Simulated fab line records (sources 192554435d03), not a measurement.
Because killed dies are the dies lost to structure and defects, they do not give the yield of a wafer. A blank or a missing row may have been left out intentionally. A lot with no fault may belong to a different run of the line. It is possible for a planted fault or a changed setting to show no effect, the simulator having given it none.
Code-filled problem report in 8D (eight disciplines) form :: flow n5-finfet :: the parts of the form that need people (team, actions taken, sign-off) are left out

1. THE PROBLEM
Wafers free of any fault read 219.3 nm (standard deviation 1.9) for GC_FILL_THK at N5_GATE_CUT_THK_MEAS_24, against a mean of 193.7 nm on 4 wafers of 3 lots. Relative to the usual mean, that is a shift of -13 standard deviations.
First observed at day 6 03:17: wafer L268.3, on film-metro-02. Wafers with a number at this step in the record: 22, from 8 lots. Rule for "out", or "out of limits": more than 4 standard deviations from the usual mean. All remaining wafers that have a number are taken as sound.

2. WHAT IT IS AND WHAT IT IS NOT
question: which readings at this step
is: GC_FILL_THK
is not: -

question: which lots
is: L268, L271, L273
is not: L263, L266, L280, L284, L285

question: which wafers of those lots
is: L268.3, L271.5, L273.3, L273.5
is not: L268.6, L271.6, L273.2

question: read on which gauges
is: film-metro-01, film-metro-02
is not: -

question: when
is: from day 6 03:17
is not: up to then (7 sound wafers); but 11 sound wafers of L271, L273, L280, L284, L285 came after

3. THE SUSPECTS, EACH WITH WHAT RULES IT OUT
Counting: if a tool at a process step up to the reading ran every lot that is out, it stays a suspect. Sound lots after the first of them don't rule it out here, since some wafers of a struck lot are sound.
- the gauge at N5_GATE_CUT_THK_MEAS_24 is ruled out. 2 gauges (film-metro-01, film-metro-02) read the wafers that are out.
- pecvd-01 at N5_GATE_CUT_HM_DEP_46 (deposits SiO2 from TEOS/O2, target thk 130 nm, time 26.6 s): kept. It processed each lot that is out (first: L268, day 5 23:55); up to then, its last sound lot is L263 (day 5 01:16).
Left after counting: pecvd-01 at N5_GATE_CUT_HM_DEP_46.

4. THE CAUSE (what the simulator had put in)
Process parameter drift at N5_GATE_CUT_HM_DEP_46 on pecvd-01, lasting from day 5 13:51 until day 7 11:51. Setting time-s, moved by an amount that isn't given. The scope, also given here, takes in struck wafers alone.
After counting, this tool was the only one left.

5. THE CHAIN OF EFFECTS, in route order
Rows list readings where the struck wafers' mean (over those with a number) sits beyond 3 standard deviations from the usual. Scope: only readings with a usual standard deviation given in the record; hours: median across lots of the time from each lot's start at the first step in this table that gives one to its start at this step; sigmas: change in usual standard deviations.
hours: 0
step: N5_GATE_CUT_HM_OPEN_40
reading: etch-rf-on-time-s
usual: 94.0 s
on struck wafers: 75.8
change: -18.2
sigmas: -10

hours: 2
step: N5_GATE_CUT_THK_MEAS_24
reading: GC_FILL_THK
usual: 219.3 nm
on struck wafers: 193.7
change: -25.6
sigmas: -13
It contains these process steps:
- N5_GATE_CUT_HM_OPEN_40: chemistry C4F6/O2, target SiO2, target depth 139 nm, time 85.1 s.
Readings that are blank on the struck wafers while sound wafers have them: susceptor-temp-C at N5_GATE_CUT_HM_DEP_46.
At these later measuring or inspecting steps, every struck wafer for which the step has a row has a number for every such reading, and none has moved that far: N5_BEOL_M4_RC_MEAS_101.

6. HOW IT WOULD HAVE BEEN CAUGHT EARLIER
Counted from the fault's start at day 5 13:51, it took 13 hours until the first out-of-limits reading at a measuring or inspecting step in this record, taken at day 6 03:17.
L271, L273, from the lots that are out (3), started N5_GATE_CUT_HM_DEP_46 on pecvd-01 later than day 6 03:17. A hold on the tool at that time would have spared those 2.
